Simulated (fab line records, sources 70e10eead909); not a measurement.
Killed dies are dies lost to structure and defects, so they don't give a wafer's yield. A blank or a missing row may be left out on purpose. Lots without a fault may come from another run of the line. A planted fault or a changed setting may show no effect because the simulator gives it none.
fab line records | flow nand_harc
record lots=6 wafers=18 last_day=32
route steps=1302 shown A_CHANNEL_HOLE_D2@606 A_CHANNEL_FILL_D2@610 A_STAIRCASE@639 END@1302
lots that met no fault: from a run of the same line without faults
start_h: hours from the record's first day to the start of the lot's first wafer shown | wait_h: hours since the lot's step before | " the same as in the row above | L1.1+2: a row that stands for several wafers | - no value, or no start given | * or withheld: withheld | < > ~ a bound
route shown NAME@n: a module of which the file shows steps, and the number in the route of the first | usual: mean/standard deviation of fault-free wafers | same: alike in all rows | chamber/n: place in a boat | sites: the reading at each site | _std_site: their standard deviation | _edge_site: outer sites' mean less inner sites' | radius_mm: how far each site lies from the wafer's centre | mask NAME#n: copy n | behind: the tool/chamber that last shaped the wafer | hold: why the lot was held/for how many hours/how that ended | device: the transistor (n, p or np) that didn't switch | end of line: the same wafers' tests at the end of the route | a step without rows: its recipe alone | killed: dies lost to structure and defects at the first sort, not the wafer's yield | map: a wafer's dies, x killed, . not, _ none there
set.NAME: the setting as run; set.NAME@STEP: as run at that earlier step | model.NAME: the simulator's own value behind a step, which no gauge read
lots at some steps of the route; a table a step, a row a wafer
services: from which hour (start_h, from the record's first day; less than 0 if before it) a tool's chamber was out of use, for how many hours, and why
## steps
# step NHARC_A_CHANNEL_HOLE_D2_SRD_30
# step NHARC_A_CHANNEL_HOLE_D2_CD_MEAS_31
# usual cd_nm=89.9/1.3
# columns lot.wafer tool chamber start_h wait_h cd_nm
L667.1 cd_sem-01 - 300.44 - 90.4
L667.3 " - " " 89.2
L667.5 " - " " 91.6
L671.2 cd_sem-02 - 345.60 - 91.6
L671.3 " - " " 89.6
L671.4 " - " " 87.1
L674.2 cd_sem-01 - 368.80 - 87.6
L674.4 " - " " 87.5
L674.5 " - " " 88.7
L673.4 cd_sem-02 - 369.49 - 88.2
L673.5 " - " " 92.5
L673.6 " - " " 93.0
L687.1 cd_sem-03 - 506.95 - 90.4
L687.2 " - " " 91.5
L687.4 " - " " 87.3
L689.1 cd_sem-01 - 520.91 - 91.1
L689.3 " - " " 88.1
L689.4 " - " " 88.7
# step NHARC_A_CHANNEL_HOLE_D2_XSEM_32
# recipe landing_energy_ev=35000
# usual bot_cd_nm=74.4/1.4 bow_nm=8.64/0.27 tilt_deg=0.05/0.041
# same landing_energy_ev=35000
# columns lot.wafer tool chamber start_h wait_h bot_cd_nm bow_nm tilt_deg
L667.1 xsem-01 0 300.53 0.1 74.0 8.29 0.10
L667.3 " 0 " " 73.5 8.32 0.10
L667.5 " 0 " " 74.9 8.21 0.10
L671.2 xsem-02 0 345.69 0.1 76.3 8.74 0.06
L671.3 " 0 " " 73.3 8.65 0.06
L671.4 " 0 " " 71.9 8.71 0.06
L674.2 xsem-01 0 368.88 0.1 72.7 8.50 0.09
L674.4 " 0 " " 72.9 8.47 0.09
L674.5 " 0 " " 73.7 8.50 0.09
L673.4 xsem-02 0 369.59 0.1 71.4 8.76 0.11
L673.5 " 0 " " 75.5 8.70 0.11
L673.6 " 0 " " 77.0 8.78 0.11
L687.1 xsem-02 0 507.04 0.1 75.0 8.73 0.00
L687.2 " 0 " " 75.8 8.66 0.00
L687.4 " 0 " " 71.1 8.68 0.00
L689.1 xsem-01 0 521.00 0.1 75.0 8.98 0.01
L689.3 " 0 " " 71.3 9.00 0.01
L689.4 " 0 " " 72.3 8.97 0.01
# step NHARC_A_CHANNEL_HOLE_D2_INSPECT_40
# usual raw_defect_count=280/83
# columns lot.wafer tool chamber start_h wait_h raw_defect_count
L667.1 defect_inspect-01 - 300.62 - 287
L667.3 " - " " 253
L667.5 " - " " 267
L671.2 defect_inspect-01 - 345.78 - 290
L671.3 " - " " 402
L671.4 " - " " 400
L674.2 defect_inspect-01 - 368.98 - 188
L674.4 " - " " 218
L674.5 " - " " 289
L673.4 defect_inspect-01 - 369.68 - 357
L673.5 " - " " 332
L673.6 " - " " 230
L687.1 defect_inspect-01 - 507.14 - 225
L687.2 " - " " 295
L687.4 " - " " 228
L689.1 defect_inspect-01 - 521.11 - 211
L689.3 " - " " 336
L689.4 " - " " 226
# step NHARC_A_CHANNEL_FILL_D2_PRECLEAN_00
# recipe time_s=* temp_c=50 bath_age_min=0 chemistry=SC1
# step NHARC_A_CHANNEL_FILL_D2_SRD_01
# step NHARC_A_CHANNEL_FILL_D2_ALD_02
# recipe target_thk_a=60 pulse_time_s=10 ald_cycles=60 temp_c=300 material=SiO2
# step NHARC_A_CHANNEL_FILL_D2_ALD_03
# recipe target_thk_a=60 pulse_time_s=60 ald_cycles=58 temp_c=630 pressure_torr=2 material=SiNx
# step NHARC_A_CHANNEL_FILL_D2_ALD_14
# recipe target_thk_a=25 pulse_time_s=10 ald_cycles=25 temp_c=300 material=SiO2
# step NHARC_A_CHANNEL_FILL_D2_ALD_15
# recipe target_thk_a=20 pulse_time_s=60 ald_cycles=19 temp_c=630 pressure_torr=2 material=SiNx
# step NHARC_A_CHANNEL_FILL_D2_ALD_16
# recipe target_thk_a=15 pulse_time_s=10 ald_cycles=15 temp_c=300 material=SiO2
# usual heater_power_w=466/40 precursor_pulse_height_rel=1.001/0.018
# columns lot.wafer tool chamber start_h wait_h heater_power_w precursor_pulse_height_rel
L667.3 ald_hk-04 3 312.36 0.1 462 1.008
L667.1 " 0 " " 455 0.987
L667.5 " 2 " " 506 1.019
L671.3 ald_hk-04 3 358.20 0.1 457 0.975
L671.2 " 0 " " 465 0.991
L671.4 " 1 " " 418 0.986
L674.2 ald_hk-01 0 381.43 0.1 470 1.001
L674.4 " 3 " " 484 1.023
L674.5 " 0 " " 478 1.022
L673.4 ald_hk-04 2 381.51 0.1 486 0.990
L673.6 " 3 " " 455 1.030
L673.5 " 0 " " 464 0.977
L687.2 ald_hk-02 0 519.44 0.0 406 1.006
L687.4 " 1 " " 489 0.999
L687.1 " 3 " " 406 0.991
L689.3 ald_hk-01 2 532.01 0.2 538 0.989
L689.1 " 0 " " 457 1.019
L689.4 " 1 " " 436 0.960
# step NHARC_A_CHANNEL_FILL_D2_ANNEAL_17
# recipe temp_c=850 time_s=1800
# step NHARC_A_CHANNEL_FILL_D2_CVD_18
# recipe target_thk_a=30 temp_c=550 material=poly-Si
# usual tube_center_temp_C=550/0.052 zone_power_bottom_pct=11.3/0.39
# columns lot.wafer tool chamber start_h wait_h tube_center_temp_C zone_power_bottom_pct
L667.1 lpcvd_poly-03 0 321.76 - 549.99 11.8
L667.3 " 0 " " 549.95 11.9
L667.5 " 0 " " 549.96 12.0
L671.2 lpcvd_poly-02 0 367.45 - 549.94 11.6
L671.3 " 0 " " 550.08 11.5
L671.4 " 0 " " 550.01 11.6
L673.4 lpcvd_poly-02 0 391.10 - 549.99 11.5
L673.5 " 0 " " 549.95 11.5
L673.6 " 0 " " 550.02 11.5
L674.2 lpcvd_poly-02 0 391.10 - 549.97 11.3
L674.4 " 0 " " 550.06 11.3
L674.5 " 0 " " 549.96 11.4
L687.1 lpcvd_poly-04 0 530.03 - 549.98 10.8
L687.2 " 0 " " 549.97 11.0
L687.4 " 0 " " 549.98 10.9
L689.1 lpcvd_poly-04 0 541.53 - 550 10.9
L689.3 " 0 " " 549.99 10.9
L689.4 " 0 " " 550 10.7
# step NHARC_A_CHANNEL_FILL_D2_ETCHBACK_19
# recipe target_depth_a=50 time_s=1.7 hbr_flow_sccm=150 cl2_flow_sccm=50 rf_w=400 icp_w=400 bias_w=100 chemistry=HBr/Cl2
# step NHARC_A_CHANNEL_FILL_D2_ETCHBACK_20
# recipe target_depth_a=270 time_s=13.5 c4f8_flow_sccm=withheld o2_flow_sccm=8 ar_flow_sccm=withheld rf_w=600 bias_w=1500 chemistry=C4F8/O2/Ar
# step NHARC_A_CHANNEL_FILL_D2_STRIP_28
# recipe time_s=20 o2_flow_sccm=500 ar_flow_sccm=0 bias_w=0 chemistry=O2
# step NHARC_A_CHANNEL_FILL_D2_PRECLEAN_21
# recipe time_s=30 chemistry=dHF
# step NHARC_A_CHANNEL_FILL_D2_SRD_23
# step NHARC_A_CHANNEL_FILL_D2_CVD_05
# recipe target_thk_a=50 temp_c=550 material=poly-Si
# step NHARC_A_CHANNEL_FILL_D2_ANNEAL_22
# recipe temp_c=620 time_s=7200
# step NHARC_A_CHANNEL_FILL_D2_ALD_25
# recipe target_thk_a=600 pulse_time_s=10 ald_cycles=600 temp_c=300 material=SiOx
# usual heater_power_w=462/40 precursor_pulse_height_rel=1.001/0.02
# columns lot.wafer tool chamber start_h wait_h heater_power_w precursor_pulse_height_rel
L667.3 ald_hk-02 3 337.18 1.4 396 1.002
L667.1 " 0 " " 376 1.016
L667.5 " 2 339.03 3.3 483 0.985
L671.3 ald_hk-04 3 381.59 0.2 456 0.993
L671.2 " 0 " " 470 1.003
L671.4 " 2 383.46 2.1 491 1.008
L674.2 ald_hk-02 0 405.60 0.1 404 1.014
L674.4 " 3 407.44 1.9 394 1.033
L674.5 " 0 " " 393 1.048
L673.4 ald_hk-04 2 407.43 1.9 486 1.011
L673.6 " 3 " " 466 0.976
L673.5 " 0 " " 457 0.976
L687.4 ald_hk-04 1 544.07 0.1 445 0.983
L687.2 " 3 545.31 1.3 435 0.989
L687.1 " 0 " " 461 1.030
L689.1 ald_hk-04 1 556.25 0.7 438 0.965
L689.3 " 2 " " 540 1.003
L689.4 " 3 " " 444 1.000
# step NHARC_A_CHANNEL_FILL_D2_ETCHBACK_08
# recipe target_depth_a=2200 time_s=110 c4f8_flow_sccm=20 ar_flow_sccm=withheld rf_w=600 bias_w=300 chemistry=C4F8
# usual oes_product_au=0.98/0.032 rf_vpp_V=441/3.2
# columns lot.wafer tool chamber start_h wait_h oes_product_au rf_hours_counter_h rf_vpp_V
L667.1 rie_diel-13 1 - - 1.00 24 442
L667.3 " 0 " " 1.00 26 437
L667.5 " 2 " " 0.99 - 445
L671.4 rie_diel-03 0 - - 0.98 3 440
L671.3 " 2 " " 1.00 3 440
L671.2 " 3 " " 0.99 3 438
L673.4 rie_diel-03 2 - - 1.01 4 439
L673.6 " 2 " " 1.01 - 440
L673.5 " 3 " " 0.99 - 438
L674.2 rie_diel-13 1 - - 0.94 10 443
L674.4 " 3 " " 0.99 6 437
L674.5 " 1 " " 0.92 - 441
L687.2 rie_diel-05 3 - - 0.98 4 445
L687.1 " 0 " " 0.99 3 444
L687.4 " 1 " " 0.99 4 437
L689.3 rie_diel-05 3 - - 0.99 4 445
L689.1 " 1 " " 1.00 4 437
L689.4 " 2 " " 1.02 - 442
# step NHARC_A_CHANNEL_FILL_D2_STRIP_29
# recipe time_s=20 o2_flow_sccm=500 ar_flow_sccm=0 bias_w=0 chemistry=O2
# usual drypump_motor_current_A=6.0/0.5 oes_product_au=0.999/0.0097 rf_vpp_V=57.9/0.93 showerhead_plenum_p_Torr=3.55/0.17 throttle_valve_pct=17.036/0.0094
# columns lot.wafer tool chamber start_h wait_h drypump_motor_current_A oes_product_au rf_hours_counter_h rf_vpp_V showerhead_plenum_p_Torr throttle_valve_pct
L667.3 rie_diel-13 0 - - 5.1 0.988 26 56.6 3.28 17.017
L667.1 " 1 " " 5.7 0.993 24 59.0 3.60 17.029
L667.5 " 2 " " 5.7 0.989 - 59.3 3.73 17.036
L671.2 rie_diel-03 3 - - 6.3 0.986 3 57.9 3.38 17.026
L671.3 " 0 " " 6.2 0.989 3 58.7 3.50 17.035
L671.4 " 1 " " 5.8 1.002 3 57.5 3.68 17.044
L673.4 rie_diel-03 1 - - 5.9 1.014 4 57.5 3.68 17.037
L673.5 " 3 " " 6.4 0.991 - 57.2 3.38 17.033
L673.6 " 0 " " 6.3 0.992 - 58.0 3.50 17.044
L674.4 rie_diel-13 0 - - 5.1 1.004 12 56.5 3.27 17.021
L674.2 " 1 " " 5.7 0.993 10 58.0 3.59 17.050
L674.5 " 3 " " 4.8 0.994 - 56.4 3.34 17.045
L687.2 rie_diel-05 1 - - 6.4 0.997 4 58.1 3.34 17.047
L687.1 " 2 " " 6.6 1.005 4 59.2 3.65 17.021
L687.4 " 3 " " 6.0 0.992 4 58.6 3.78 17.033
L689.3 rie_diel-05 1 561.37 0.2 6.4 0.986 5 56.6 3.34 17.037
L689.1 " 2 " " 6.6 1.010 4 58.6 3.65 17.049
L689.4 " 1 " " 6.4 1.000 - 58.8 3.34 17.041
# step NHARC_A_CHANNEL_FILL_D2_PRECLEAN_30
# recipe time_s=30 chemistry=dHF
# step NHARC_A_CHANNEL_FILL_D2_SRD_31
# step NHARC_A_CHANNEL_FILL_D2_CVD_09
# recipe target_thk_a=1500 temp_c=620 pressure_mtorr=200 time_s=3000 material=poly-Si
# step NHARC_A_CHANNEL_FILL_D2_CMP_10
# recipe target_thk_nm=150
# step NHARC_A_CHANNEL_FILL_D2_SRD_12
# step NHARC_A_CHANNEL_FILL_D2_RTA_24
# recipe temp_c=1000 time_s=5
# step NHARC_A_STAIRCASE_DEP_156
# recipe target_thk_a=500 temp_c=400 target_thk_nm=50 flow_sccm=200 rf_w=450 material=SiNx
# step NHARC_A_STAIRCASE_DEHYDRATE_158
# recipe temp_c=150 time_s=120
# step NHARC_A_STAIRCASE_HMDS_159
# recipe time_s=30
# step NHARC_A_STAIRCASE_COAT_160
# recipe spin_rpm=1200
# step NHARC_A_STAIRCASE_SOFTBAKE_161
# recipe temp_c=135 time_s=170
# step NHARC_A_STAIRCASE_EBR_162
# step NHARC_A_STAIRCASE_EXPOSE_163
# recipe na=0.5 dose_mj=20.01 mask_id=STAIR_OPEN
# step NHARC_A_STAIRCASE_PEB_164
# recipe peb_temp_c=115 peb_time_s=130
# step NHARC_A_STAIRCASE_DEVELOP_165
# recipe time_s=140
# step NHARC_END_SORT_01
# recipe temp_c=25
# usual killed_at_array=55/12 killed_at_other=1.0/1.2 killed_at_periphery=3.9/2.6 killed_dies=60/12 killed_open=3.3/1.9 killed_short=2.5/1.8
# same gross_dies=677
# columns lot.wafer tool chamber start_h wait_h killed_at_array killed_at_other killed_at_periphery killed_dies killed_open killed_short
L674.2 prober-01 0 632.20 2.8 127 2 7 136 1 2
L674.4 prober-01 0 633.78 3.4 132 1 2 135 2 1
L674.5 prober-01 0 634.58 3.7 142 1 5 148 3 3
L673.4 prober-02 0 642.88 3.4 132 4 6 142 4 0
L673.5 prober-02 0 643.68 3.7 127 0 3 130 2 3
L673.6 prober-02 0 644.47 4.0 145 2 3 150 5 6
# killed by level:class
L674.2 A_CHANNEL_FILL_D2:unspecified=85 A_CHANNEL_HOLE_D1:chamber_film_flake=24 A_CHANNEL_HOLE_D2:chamber_film_flake=10 P_BONDPAD:chamber_film_flake=4 P_ZERO_WELL:chamber_film_flake=2 THIN_TSV:chamber_film_flake=2 A_ONON_D1:geometric_particle:open=1 A_ONON_D1:geometric_particle:short=1
L674.4 A_CHANNEL_FILL_D2:unspecified=84 A_CHANNEL_HOLE_D1:chamber_film_flake=21 A_CHANNEL_HOLE_D2:chamber_film_flake=12 P_BONDPAD:chamber_film_flake=2 A_CHANNEL_FILL_D2:chamber_film_flake=2 A_WL_FILL:chamber_film_flake=2 A_CONTACT:chamber_film_flake=2 A_CHANNEL_FILL_D1:geometric_particle:open=1
L674.5 A_CHANNEL_FILL_D2:unspecified=85 A_CHANNEL_HOLE_D1:chamber_film_flake=24 A_CHANNEL_HOLE_D2:chamber_film_flake=16 A_WL_FILL:chamber_film_flake=4 P_BONDPAD:chamber_film_flake=3 A_CONTACT:chamber_film_flake=3 A_BONDPAD:chamber_film_flake=3 A_DECK1_JOINT:chamber_film_flake=2
L673.4 A_CHANNEL_FILL_D2:unspecified=85 A_CHANNEL_HOLE_D2:chamber_film_flake=26 A_CHANNEL_HOLE_D1:chamber_film_flake=7 P_GATE:chamber_film_flake=4 A_CONTACT:chamber_film_flake=4 THIN_TSV:chamber_film_flake=4 A_CHANNEL_FILL_D1:chamber_film_flake=3 P_BONDPAD:chamber_film_flake=2
L673.5 A_CHANNEL_FILL_D2:unspecified=85 A_CHANNEL_HOLE_D2:chamber_film_flake=35 P_GATE:chamber_film_flake=2 A_CONTACT:chamber_film_flake=2 P_GATE:geometric_particle:open=1 A_CHANNEL_HOLE_D1:geometric_particle:open=1 A_CHANNEL_FILL_D1:geometric_particle:short=1 A_WL_FILL:geometric_particle:short=1
L673.6 A_CHANNEL_FILL_D2:unspecified=94 A_CHANNEL_HOLE_D2:chamber_film_flake=26 A_CHANNEL_HOLE_D1:chamber_film_flake=7 A_DECK1_JOINT:chamber_film_flake=2 A_STAIRCASE:chamber_film_flake=2 A_CONTACT:chamber_film_flake=2 THIN_TSV:chamber_film_flake=2 P_CONTACT:geometric_particle:short=1
# map L673.6 (x killed, . not)
____________.____________
_________......._________
_______...x..x...._______
______.............______
_____.........xx...._____
____......x..........____
____.................____
___..............x....___
___...........x.....x.___
__.......x.............__
__........xxxxx..x.....__
_........xx.xxx........._
_.......xxxxxxxx........_
_.....xxxxxxxxxxx..x...._
_...x.xxxxxxxxxx........_
_x.....xxxxxxxxx........_
......xxxxxxxxxxx........
..x....xxxxxxxxx..x......
..x.xx..xxxxxxx.x........
..x......xxxxxx....x.....
....x....xxxxxxx.....x..x
_...........x.x.....x..._
_..x.....x.........x.x.._
_..................x.x.._
_..........x.......x..xx_
_........x.........xxx.._
__......x.........xxxxx__
__.................xxxx__
___...............xx.x___
___.......x..x....x.x.___
____..............x..____
____.............xx..____
_____..............._____
______x............______
_______..........._______
_________......._________
____________.____________
# map L674.5 (x killed, . not)
____________.____________
_________......x_________
_______..........._______
______.......xx.x..______
_____.........x....._____
____.................____
____........x........____
___x....x.............___
___..........x........___
__...x...xxx.x.........__
__.x....x.xx.x.........__
_..xx..x.xxxxxxxx......._
_..x....xxxxxxx........._
_..xx..xxxxxxxx........._
_..x.x..xxxxxxx.x......._
_...x..xxxxxxxxx........_
...x...xxxxxxxxxx........
.....xxxxxxxxxx..........
.........xxxxxxx..x......
...x......xxxxxx.........
.......xx.xxxxxx.........
_...........x......x...._
_......................._
_..............x......x._
_.......x..........xx..._
_......................._
__.....x...............__
__...................x.__
___...............x.xx___
___........x.....xxx..___
____.............xxxx____
____...........xxxxx.____
_____....x......x.xx_____
______.xx.....x..xx______
_______.....x....x_______
_________......._________
____________.____________
## services
# columns tool chamber start_h hours kind
rie_diel-03 - 281.30 9.0 pm
ald_hk-04 - 305.45 0.3 repair
rie_diel-05 0 306.86 3.9 repair
rie_diel-13 - 342.09 9.0 pm
rie_diel-13 3 351.20 27.0 repair
rie_diel-13 - 377.93 0.2 repair
rie_diel-05 3 378.38 5.7 repair
rie_diel-05 1 393.13 3.9 repair
rie_diel-13 1 396.57 13.1 repair
rie_diel-05 - 406.60 9.0 pm
rie_diel-05 0 422.05 26.0 repair
rie_diel-03 0 425.21 4.9 repair
rie_diel-03 2 430.77 6.9 repair
rie_diel-03 0 431.98 4.2 repair
ald_hk-04 - 433.73 10.0 pm
rie_diel-03 2 452.13 4.0 repair
rie_diel-13 0 454.68 5.0 repair
rie_diel-03 - 458.30 9.0 pm
rie_diel-13 0 469.43 4.0 repair
rie_diel-03 2 490.87 60.6 repair
rie_diel-13 - 519.10 9.0 pm
rie_diel-05 0 523.08 1.5 repair
rie_diel-03 3 545.22 2.0 repair
rie_diel-05 0 552.73 8.8 repair
## key
first_sign step=NHARC_END_SORT_01 reading=killed_dies direction=up sigmas=6.7 usual=60 struck=140
effect step=NHARC_END_SORT_01 reading=killed_at_array direction=up sigmas=6.6 usual=55 struck=134
more_kills_born_at NHARC_A_CHANNEL_FILL_D2_CVD_18@lpcvd_poly-02=518
met_at NHARC_A_CHANNEL_FILL_D2_CVD_18
struck_wafers L673.4,L673.5,L673.6,L674.2,L674.4,L674.5
tester_left_out L673,L674
onset_between 367.45 391.10
fault kind=chamber_particle_source tool=lpcvd_poly-02 chamber=- onset_h=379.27 steps=NHARC_A_CHANNEL_FILL_D2_CVD_18 rate_per_visit_cm2=0.81264 end_h=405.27
# tester_left_out: of these lots the tester's yield and bins aren't shown, on N5 and GAA mostly nor the transistor test; their killed dies are dies lost to structure and defects alone, not to doping, threshold or leakage, so they don't give the yield
